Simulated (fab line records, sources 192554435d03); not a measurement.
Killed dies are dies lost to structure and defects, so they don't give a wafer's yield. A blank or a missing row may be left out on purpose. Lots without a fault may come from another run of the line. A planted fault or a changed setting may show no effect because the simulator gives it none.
fab line records | flow n5_finfet
record lots=10 wafers=30 last_day=18
route steps=1938 shown ZERO_LAYER@4 WELL_APT@45 BEOL_M4@1111
lots that met no fault: from a run of the same line without faults
start_h: hours from the record's first day to the start of the lot's first wafer shown | wait_h: hours since the lot's step before | " the same as in the row above | L1.1+2: a row that stands for several wafers | - no value, or no start given | * or withheld: withheld | < > ~ a bound
route shown NAME@n: a module of which the file shows steps, and the number in the route of the first | usual: mean/standard deviation of fault-free wafers | same: alike in all rows | chamber/n: place in a boat | sites: the reading at each site | _std_site: their standard deviation | _edge_site: outer sites' mean less inner sites' | radius_mm: how far each site lies from the wafer's centre | mask NAME#n: copy n | behind: the tool/chamber that last shaped the wafer | hold: why the lot was held/for how many hours/how that ended | device: the transistor (n, p or np) that didn't switch | end of line: the same wafers' tests at the end of the route | a step without rows: its recipe alone | killed: dies lost to structure and defects at the first sort, not the wafer's yield | map: a wafer's dies, x killed, . not, _ none there
set.NAME: the setting as run; set.NAME@STEP: as run at that earlier step | model.NAME: the simulator's own value behind a step, which no gauge read
steps of the route over a sample of lots; a table a step, a row a wafer
services: from which hour (start_h, from the record's first day; less than 0 if before it) a tool's chamber was out of use, for how many hours, and why
## steps
# step N5_ZERO_LAYER_PECVD_02
# recipe material=SiO2 target_thk_a=100 temp_c=400 precursor=SiH4/N2O pressure_torr=0.75 rf_w=275 time_s=6
# usual heater_power_w=773/86 showerhead_plenum_p_Torr=8.14/0.13
# columns lot.wafer tool chamber start_h wait_h heater_power_w showerhead_plenum_p_Torr
L488.2 pecvd-01 2 24.30 0.0 642 7.94
L488.3 " 0 " " 792 8.39
L488.5 " 1 " " 694 8.14
L489.1 pecvd-01 1 30.30 0.0 731 8.14
L489.2 " 2 " " 666 7.94
L489.4 " 2 " " 660 7.96
L491.1 pecvd-04 0 42.30 0.0 871 8.14
L491.4 " 2 " " 894 8.08
L491.6 " 0 " " 893 8.14
L495.2 pecvd-04 0 66.28 0.0 865 8.14
L495.5 " 1 " " 985 8.18
L495.6 " 2 " " 915 8.10
L497.2 pecvd-04 1 78.30 0.0 832 8.18
L497.4 " 1 " " 849 8.15
L497.6 " 2 " " 857 8.10
L501.1 pecvd-01 0 102.30 0.0 819 8.41
L501.4 " 0 " " 779 8.38
L501.6 " 1 " " 750 8.16
L502.1 pecvd-02 1 108.32 0.0 767 8.09
L502.5 " 1 " " 768 8.09
L502.6 " 2 " " 638 8.13
L503.1 pecvd-02 2 114.28 0.0 710 8.14
L503.2 " 0 " " 751 8.10
L503.4 " 1 " " 743 8.06
L504.2 pecvd-01 2 120.30 0.0 724 7.93
L504.4 " 0 " " 676 8.40
L504.5 " 1 " " 673 8.13
L509.1 pecvd-01 1 150.30 0.0 614 8.14
L509.3 " 2 " " 627 7.94
L509.6 " 2 " " 650 7.95
# step N5_ZERO_LAYER_ETCH_17
# recipe chemistry=CF4 target=SiO2 target_depth_a=120 time_s=13.3 ion_energy_ev=350 pressure_mtorr=40 source_w=450 bias_w=215 Ar_flow_sccm=100 cf4_flow_sccm=100
# usual drypump_motor_current_A=5.6/0.36 oes_product_au=0.78/0.081 rf_vpp_V=951/4.2 showerhead_plenum_p_Torr=2.18/0.065 throttle_valve_pct=15.78/0.19
# columns lot.wafer tool chamber start_h wait_h drypump_motor_current_A oes_product_au rf_hours_counter_h rf_vpp_V showerhead_plenum_p_Torr throttle_valve_pct
L488.2 rie_diel-02 3 24.90 0.0 5.7 0.72 224 943 2.05 15.97
L488.3 " 0 " " 5.6 0.84 55 952 2.19 15.69
L488.5 " 3 " " 5.7 0.70 - 942 2.05 15.96
L489.1 rie_diel-02 2 30.98 0.0 5.7 0.80 106 954 2.24 15.58
L489.2 " 3 " " 5.7 0.70 227 943 2.05 15.95
L489.4 " 2 " " 5.7 0.81 - 955 2.24 15.58
L491.1 rie_diel-05 3 42.93 0.0 5.4 0.79 129 943 2.09 15.67
L491.4 " 1 " " 6.2 0.86 40 951 2.18 15.59
L491.6 " 2 " " 5.7 0.80 - 945 2.06 15.72
L495.2 rie_diel-02 0 66.92 0.0 5.5 0.82 71 951 2.19 15.76
L495.5 " 1 " " 6.0 0.94 - 950 2.19 15.79
L495.6 " 2 " " 5.7 0.79 - 956 2.24 15.62
L497.2 rie_diel-02 0 78.93 0.0 5.5 0.82 76 951 2.19 15.75
L497.4 " 1 " " 6.0 0.93 16 952 2.18 15.80
L497.6 " 3 " " 5.7 0.70 - 940 2.05 15.98
L501.1 rie_diel-04 2 102.86 0.0 4.9 0.68 242 952 2.20 16.15
L501.4 " 1 " " 5.0 0.76 122 953 2.25 15.73
L501.6 " 2 " " 4.9 0.67 - 952 2.20 16.16
L502.1 rie_diel-02 2 108.96 0.0 5.7 0.78 135 955 2.23 15.63
L502.5 " 2 " " 5.7 0.77 - 955 2.23 15.65
L502.6 " 3 " " 5.8 0.69 - 941 2.04 16.01
L503.1 rie_diel-02 2 114.71 0.0 5.7 0.76 136 954 2.23 15.65
L503.2 " 0 " " 5.5 0.80 87 949 2.18 15.76
L503.4 " 3 " " 5.7 0.69 249 941 2.04 16.00
L504.2 rie_diel-02 2 120.73 0.0 5.7 0.76 137 953 2.23 15.63
L504.4 " 0 " " 5.5 0.80 - 951 2.18 15.77
L504.5 " 1 " " 6.0 0.90 - 951 2.18 15.81
L509.1 rie_diel-04 1 150.73 0.0 5.0 0.74 138 954 2.24 15.75
L509.3 " 3 " " 5.3 0.68 219 947 2.11 15.98
L509.6 " 3 " " 5.4 0.67 - 947 2.11 15.98
# step N5_WELL_APT_INSPECT_27
# recipe mode=adi inspect_instrument=macro
# usual raw_defect_count=2.1/1.4
# columns lot.wafer tool chamber start_h wait_h raw_defect_count
L488.2 defect_inspect-02 - 27.17 0.0 3
L488.3 " - " " 6
L488.5 " - " " 0
L489.1 defect_inspect-01 - 33.31 0.0 2
L489.2 " - " " 2
L489.4 " - " " 6
L491.1 defect_inspect-02 - 45.27 0.0 1
L491.4 " - " " 2
L491.6 " - " " 4
L495.2 defect_inspect-02 - 69.15 0.0 2
L495.5 " - " " 1
L495.6 " - " " 1
L497.2 defect_inspect-01 - 81.38 0.0 1
L497.4 " - " " 2
L497.6 " - " " 2
L501.1 defect_inspect-01 - 105.51 0.0 1
L501.4 " - " " 3
L501.6 " - " " 2
L502.1 defect_inspect-01 - 110.97 0.0 2
L502.5 " - " " 3
L502.6 " - " " 2
L503.1 defect_inspect-02 - 116.90 0.0 4
L503.2 " - " " 4
L503.4 " - " " 3
L504.2 defect_inspect-01 - 122.99 0.0 3
L504.4 " - " " 1
L504.5 " - " " 5
L509.1 defect_inspect-02 - 152.90 0.0 0
L509.3 " - " " 3
L509.6 " - " " 5
# step N5_WELL_APT_IMPLANT_31
# recipe species=B energy_kev=60 dose_cm2=1.5e+13 tilt_deg=0 rotation_deg=0
# usual dose_ions_cm2=1.4999e+13/1.7e+10 faraday_current_uA=190/3.9 tilt_deg=0.000/0.019
# columns lot.wafer tool chamber start_h wait_h dose_ions_cm2 faraday_current_uA tilt_deg
L488.2 implanter-02 0 27.37 0.1 1.5008e+13 186 -0.016
L488.3 " 0 " " 1.4998e+13 194 -0.011
L488.5 " 0 " " 1.5026e+13 190 -0.019
L489.1 implanter-02 0 34.20 0.1 1.5027e+13 193 0.040
L489.2 " 0 " " 1.5027e+13 189 -0.037
L489.4 " 0 " " 1.5014e+13 188 0.004
L491.1 implanter-01 0 45.40 0.1 1.5046e+13 191 0.026
L491.4 " 0 " " 1.5014e+13 191 0.011
L491.6 " 0 " " 1.5005e+13 190 0.039
L495.2 implanter-02 0 69.39 0.1 9.27e+12 115 0.009
L495.5 " 0 " " 9.285e+12 118 0.007
L495.6 " 0 " " 9.294e+12 121 0.006
L497.2 implanter-02 0 81.63 0.1 9.273e+12 124 -0.003
L497.4 " 0 " " 9.26e+12 120 0.006
L497.6 " 0 " " 9.263e+12 121 0.007
L501.1 implanter-01 0 105.65 0.1 1.4998e+13 185 -0.009
L501.4 " 0 " " 1.5001e+13 185 -0.013
L501.6 " 0 " " 1.4976e+13 192 -0.018
L502.1 implanter-01 0 111.11 0.1 1.503e+13 187 0.004
L502.5 " 0 " " 1.5014e+13 191 -0.007
L502.6 " 0 " " 1.5022e+13 188 0.016
L503.1 implanter-01 0 117.03 0.1 1.5009e+13 188 -0.009
L503.2 " 0 " " 1.5005e+13 192 -0.039
L503.4 " 0 " " 1.4982e+13 188 -0.009
L504.2 implanter-01 0 123.15 0.1 1.5024e+13 187 0.019
L504.4 " 0 " " 1.4989e+13 182 0.016
L504.5 " 0 " " 1.499e+13 194 0.021
L509.1 implanter-02 0 153.12 0.1 1.501e+13 192 -0.029
L509.3 " 0 " " 1.5034e+13 183 -0.020
L509.6 " 0 " " 1.5002e+13 196 0.012
# step N5_BEOL_M4_RC_MEAS_101
# usual DIBL_N=36.1/1.6 DIBL_P=35.7/1.8 IOFF_N=0.159/0.027 IOFF_P=0.21/0.03 ION_N=673/10 ION_P=462/7.4 RS_PWELL=3005/22 SS_N=71.4/0.56 SS_P=73.2/0.61 VT_N=249.7/3 VT_P=-250/3.1
# columns lot.wafer tool chamber start_h wait_h DIBL_N[mV/V] DIBL_P[mV/V] IOFF_N[nA/um] IOFF_P[nA/um] ION_N[uA/um] ION_P[uA/um] RS_PWELL[ohm/sq] SS_N[mV/dec] SS_P[mV/dec] VT_N[mV] VT_P[mV]
L489.1 prober-02 0 183.10 0.0 33.5 30.8 0.133 0.20 683 480 3025 70.9 72.1 249.5 -248
L489.2 " 0 " " 35.2 33.0 0.156 0.23 686 476 3038 70.7 72.6 249.5 -246
L489.4 " 0 " " 37.1 34.6 0.187 0.26 677 471 3010 72.3 73.4 245.7 -244
L491.1 prober-02 0 191.87 0.0 36.4 34.9 0.162 0.20 671 463 3006 71.4 72.7 250.1 -250
L491.4 " 0 " " 37.0 35.9 0.170 0.22 678 467 3013 71.6 73.7 246.8 -248
L491.6 " 0 " " 36.4 35.9 0.167 0.23 676 469 2991 71.2 73.8 247.0 -247
L495.2 prober-02 0 220.88 0.2 35.7 35.6 0.162 0.20 671 455 3960 71.8 72.6 251.6 -250
L495.5 " 0 " " 33.3 33.7 0.131 0.17 672 459 3936 70.0 72.1 255.0 -253
L495.6 " 0 " " 37.0 36.3 0.188 0.21 679 455 3899 71.9 73.8 249.4 -249
L497.2 prober-02 0 233.49 0.2 35.7 36.0 0.159 0.20 684 463 4021 71.0 73.1 246.9 -251
L497.4 " 0 " " 35.1 35.4 0.149 0.19 673 459 3993 71.8 72.8 249.9 -251
L497.6 " 0 " " 37.0 37.4 0.190 0.23 678 464 3994 71.6 73.9 246.2 -249
L501.1 prober-01 0 255.28 0.0 39.8 39.4 0.213 0.26 686 463 3006 72.4 75.0 248.3 -249
L501.4 " 0 " " 38.1 36.4 0.185 0.20 687 461 3011 71.5 73.2 247.3 -253
L501.6 " 0 " " 38.0 36.1 0.174 0.19 683 456 3009 71.9 73.5 248.9 -253
L502.1 prober-02 0 255.59 0.0 36.1 36.2 0.161 0.22 682 473 3012 72.0 72.8 248.9 -245
L502.5 " 0 " " 35.4 35.9 0.151 0.22 681 466 3032 71.7 73.7 250.4 -246
L502.6 " 0 " " 37.2 38.5 0.198 0.26 694 471 2993 71.3 72.9 244.0 -246
L503.1 prober-02 0 276.55 0.0 35.1 36.0 0.152 0.20 684 468 3018 71.3 72.8 249.8 -252
L503.2 " 0 " " 38.1 38.5 0.243 0.25 688 466 2981 72.3 73.2 242.1 -249
L503.4 " 0 " " 35.5 36.5 0.172 0.20 685 461 3008 72.0 72.8 246.1 -249
L504.2 prober-01 0 281.48 0.2 35.4 35.2 0.131 0.18 675 462 2997 70.7 72.7 249.4 -251
L504.4 " 0 " " 38.7 38.5 0.195 0.23 679 463 3004 71.5 74.0 246.7 -249
L504.5 " 0 " " 39.3 38.7 0.200 0.23 686 466 3025 71.9 74.1 248.2 -246
L488.2 prober-02 0 307.72 0.2 35.2 36.1 0.172 0.23 691 479 2996 71.9 73.7 247.3 -247
L488.3 " 0 " " 34.6 35.4 0.143 0.23 664 471 3013 71.3 73.3 251.2 -246
L488.5 " 0 " " 35.8 36.3 0.170 0.24 680 468 2989 71.6 74.1 250.4 -246
L509.1 prober-02 0 328.91 0.0 34.9 33.0 0.124 0.19 667 465 2996 70.6 72.9 250.1 -249
L509.3 " 0 " " 40.0 39.2 0.210 0.30 684 473 2990 71.4 75.1 246.3 -246
L509.6 " 0 " " 37.2 35.1 0.147 0.23 675 478 3018 70.6 73.6 249.8 -248
## services
# columns tool chamber start_h hours kind
rie_diel-04 3 6.74 3.9 repair
implanter-02 - 7.65 7.4 repair
rie_diel-02 3 10.81 5.2 repair
pecvd-04 - 10.86 1.2 repair
rie_diel-02 1 24.86 - clean
rie_diel-02 1 24.86 - consumable_replace:focus_ring
rie_diel-02 1 24.86 16.6 scheduled_down
rie_diel-02 1 24.86 16.6 vent_cycle
rie_diel-02 0 28.01 4.1 repair
rie_diel-04 - 38.56 2.8 pm
rie_diel-02 3 50.39 12.1 repair
rie_diel-04 - 54.55 14.6 pm
rie_diel-02 3 66.11 4.3 repair
rie_diel-05 0 66.63 1.9 repair
rie_diel-04 - 95.90 0.4 repair
pecvd-04 - 106.11 2.8 pm
rie_diel-02 3 117.94 - clean
rie_diel-02 3 117.94 - consumable_replace:focus_ring
implanter-02 - 124.84 2.5 pm
rie_diel-05 2 128.71 1.6 repair
implanter-01 - 129.18 32.0 pm
pecvd-02 1 130.79 30.3 repair
rie_diel-05 - 139.60 0.4 repair
pecvd-02 - 139.70 0.8 repair
## key
first_sign step=N5_WELL_APT_IMPLANT_31 reading=dose_ions_cm2 direction=down sigmas=99+ usual=1.4999e+13 struck=9.274e+12
effect step=N5_WELL_APT_IMPLANT_31 reading=faraday_current_uA direction=down sigmas=18 usual=190 struck=120
effect step=N5_BEOL_M4_RC_MEAS_101 reading=RS_PWELL direction=up sigmas=43 usual=3005 struck=3967
met_at N5_WELL_APT_IMPLANT_31
struck_lots L495,L497
not_acting_at N5_ZERO_LAYER_PECVD_02,N5_ZERO_LAYER_ETCH_17,N5_WELL_APT_INSPECT_27
onset_between 34.20 69.39
fault kind=process_parameter_drift tool=implanter-02 chamber=- onset_h=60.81 steps=N5_WELL_APT_IMPLANT_31 channel=dose_cm2 offset=-5.7239e+12 shape=step end_h=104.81 acts_in=these_recipes_only stated=1.5e+13
